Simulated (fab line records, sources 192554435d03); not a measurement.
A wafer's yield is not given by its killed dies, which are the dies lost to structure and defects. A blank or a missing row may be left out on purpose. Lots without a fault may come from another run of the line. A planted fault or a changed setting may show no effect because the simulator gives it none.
Chamber matching :: flow n5-finfet :: rie-diel-01 running N5_BEOL_M2_STRIP_66: 4 sister chambers
The step strips in CF4. 18 wafers are shown with their chamber, then 9 later ones without.

## EACH WAFER AND ITS CHAMBER
wafer: L074.2
chamber: 3
drypump-motor-current-A (A): 5.2
throttle-valve-pct (%): 13.4
showerhead-plenum-p-Torr (Torr): 1.74

wafer: L074.4
chamber: 1
drypump-motor-current-A (A): 5.5
throttle-valve-pct (%): 13.1
showerhead-plenum-p-Torr (Torr): 1.83

wafer: L074.5
chamber: 2
drypump-motor-current-A (A): 5.8
throttle-valve-pct (%): 14.0
showerhead-plenum-p-Torr (Torr): 1.78

wafer: L077.2
chamber: 2
drypump-motor-current-A (A): 5.8
throttle-valve-pct (%): 14.0
showerhead-plenum-p-Torr (Torr): 1.78

wafer: L077.3
chamber: 3
drypump-motor-current-A (A): 5.2
throttle-valve-pct (%): 13.4
showerhead-plenum-p-Torr (Torr): 1.74

wafer: L077.6
chamber: 1
drypump-motor-current-A (A): 5.6
throttle-valve-pct (%): 13.2
showerhead-plenum-p-Torr (Torr): 1.83

wafer: L080.2
chamber: 1
drypump-motor-current-A (A): 5.6
throttle-valve-pct (%): 13.2
showerhead-plenum-p-Torr (Torr): 1.82

wafer: L080.3
chamber: 2
drypump-motor-current-A (A): 5.8
throttle-valve-pct (%): 14.1
showerhead-plenum-p-Torr (Torr): 1.77

wafer: L080.6
chamber: 1
drypump-motor-current-A (A): 5.5
throttle-valve-pct (%): 13.2
showerhead-plenum-p-Torr (Torr): 1.82

wafer: L083.1
chamber: 1
drypump-motor-current-A (A): 5.5
throttle-valve-pct (%): 13.2
showerhead-plenum-p-Torr (Torr): 1.82

wafer: L083.3
chamber: 0
drypump-motor-current-A (A): 5.0
throttle-valve-pct (%): 13.3
showerhead-plenum-p-Torr (Torr): 1.76

wafer: L083.6
chamber: 0
drypump-motor-current-A (A): 5.1
throttle-valve-pct (%): 13.3
showerhead-plenum-p-Torr (Torr): 1.76

wafer: L092.1
chamber: 1
drypump-motor-current-A (A): 5.5
throttle-valve-pct (%): 13.2
showerhead-plenum-p-Torr (Torr): 1.82

wafer: L092.2
chamber: 0
drypump-motor-current-A (A): 5.1
throttle-valve-pct (%): 13.4
showerhead-plenum-p-Torr (Torr): 1.75

wafer: L092.6
chamber: 1
drypump-motor-current-A (A): 5.5
throttle-valve-pct (%): 13.2
showerhead-plenum-p-Torr (Torr): 1.82

wafer: L093.1
chamber: 0
drypump-motor-current-A (A): 5.1
throttle-valve-pct (%): 13.4
showerhead-plenum-p-Torr (Torr): 1.75

wafer: L093.3
chamber: 1
drypump-motor-current-A (A): 5.5
throttle-valve-pct (%): 13.2
showerhead-plenum-p-Torr (Torr): 1.82

wafer: L093.4
chamber: 3
drypump-motor-current-A (A): 5.2
throttle-valve-pct (%): 13.5
showerhead-plenum-p-Torr (Torr): 1.73

SIGNATURES (means of the wafers above)
reading: drypump-motor-current-A
chamber 0: 5.075
chamber 1: 5.525
chamber 2: 5.800
chamber 3: 5.200
scatter within a chamber: 0.0401

reading: throttle-valve-pct
chamber 0: 13.350
chamber 1: 13.188
chamber 2: 14.033
chamber 3: 13.433
scatter within a chamber: 0.0479

reading: showerhead-plenum-p-Torr
chamber 0: 1.7550
chamber 1: 1.8225
chamber 2: 1.7767
chamber 3: 1.7367
scatter within a chamber: 0.00523
Rule: for each reading, subtract the chamber's mean from the wafer's reading, divide by that reading's scatter and square the result; add these up over the readings and take the root, which gives the wafer's distance from the chamber. The wafer belongs to the nearest chamber; if the next one is less than 2 further off, it can't be placed. How the scatter is found: for the shown wafers, subtract from each reading the mean of its chamber, square and add these, divide the total by (wafers less chambers), then take the root.

## WAFERS WITHOUT THEIR CHAMBER
wafer: L094.1
drypump-motor-current-A (A): 5.5
throttle-valve-pct (%): 13.2
showerhead-plenum-p-Torr (Torr): 1.82

wafer: L094.5
drypump-motor-current-A (A): 5.6
throttle-valve-pct (%): 13.2
showerhead-plenum-p-Torr (Torr): 1.82

wafer: L094.6
drypump-motor-current-A (A): 5.2
throttle-valve-pct (%): 13.5
showerhead-plenum-p-Torr (Torr): 1.73

wafer: L096.1
drypump-motor-current-A (A): 5.1
throttle-valve-pct (%): 13.4
showerhead-plenum-p-Torr (Torr): 1.75

wafer: L096.2
drypump-motor-current-A (A): 5.6
throttle-valve-pct (%): 13.2
showerhead-plenum-p-Torr (Torr): 1.82

wafer: L096.5
drypump-motor-current-A (A): 5.5
throttle-valve-pct (%): 13.3
showerhead-plenum-p-Torr (Torr): 1.82

wafer: L095.2
drypump-motor-current-A (A): 5.6
throttle-valve-pct (%): 13.3
showerhead-plenum-p-Torr (Torr): 1.81

wafer: L095.3
drypump-motor-current-A (A): 5.7
throttle-valve-pct (%): 13.5
showerhead-plenum-p-Torr (Torr): 1.77

wafer: L095.5
drypump-motor-current-A (A): 5.8
throttle-valve-pct (%): 13.5
showerhead-plenum-p-Torr (Torr): 1.77

## WHICH CHAMBER EACH WENT THROUGH
wafer: L094.1
from the rows above: 1
in truth: 1

wafer: L094.5
from the rows above: 1
in truth: 1

wafer: L094.6
from the rows above: 3
in truth: 3

wafer: L096.1
from the rows above: 0
in truth: 0

wafer: L096.2
from the rows above: 1
in truth: 1

wafer: L096.5
from the rows above: 1
in truth: 1

wafer: L095.2
from the rows above: 1
in truth: 1

wafer: L095.3
from the rows above: can't be placed: 2 or 1
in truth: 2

wafer: L095.5
from the rows above: 2
in truth: 2
Placed correctly: 8 of 9. Not placeable from these rows: 1 (in 1, the candidates include the true chamber). Number placed wrongly: 0.
